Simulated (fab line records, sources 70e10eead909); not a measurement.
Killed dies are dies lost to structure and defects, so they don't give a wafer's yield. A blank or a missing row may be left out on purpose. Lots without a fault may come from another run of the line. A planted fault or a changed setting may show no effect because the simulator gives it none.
Chamber matching | flow nand_harc | NHARC_A_STAIRCASE_CMP_472 on cmp-04: 4 sister chambers
The step polishes SiO2. 8 wafers are shown with their chamber, then 8 later ones without.

WAFERS WITH THEIR CHAMBER
wafer  | chamber | motor_current_A (A) | slurry_flow_ml_min
L079.2 | 2       | 10.2                | 150.3
L079.3 | 1       | 10.9                | 150.2
L085.2 | 1       | 10.9                | 149.4
L086.2 | 2       | 10.2                | 150.6
L086.5 | 3       | 12.5                | 150.5
L090.5 | 0       | 10.8                | 149.8
L090.6 | 3       | 13.1                | 150.2
L095.1 | 0       | 11.6                | 150.3

WAFERS WITHOUT THEIR CHAMBER
wafer  | motor_current_A (A) | slurry_flow_ml_min
L095.4 | 10.5                | 149.3
L095.5 | 12.5                | 149.8
L093.1 | 10.8                | 149.6
L093.5 | 12.9                | 149.7
L093.6 | 11.1                | 149.8
L096.1 | 10.6                | 149.6
L096.5 | 11.2                | 149.7
L096.6 | 11.1                | 149.6

WHICH CHAMBER EACH WENT THROUGH
wafer  | from the rows above          | in truth
L095.4 | can't be placed: 1 or 0 or 2 | 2
L095.5 | 3                            | 3
L093.1 | can't be placed: 1 or 0      | 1
L093.5 | 3                            | 3
L093.6 | can't be placed: 1 or 0      | 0
L096.1 | can't be placed: 1 or 0 or 2 | 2
L096.5 | can't be placed: 1 or 0      | 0
L096.6 | can't be placed: 1 or 0      | 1
Placed correctly: 2 of 8. Can't be placed from these rows: 6 (the true chamber is among the candidates in 6). Placed wrongly: 0.
How it was worked out, from the rows above alone: a wafer's distance from a chamber is the root of the sum, over the readings, of the square of ((its reading less the chamber's mean) divided by the reading's scatter). The wafer belongs to the nearest chamber; if the next one is less than 2 further off, it can't be placed. A chamber's mean is the mean of its shown wafers. The scatter: the root of (the sum of the squares of (reading less its chamber's mean) over the shown wafers, divided by (wafers less chambers)).
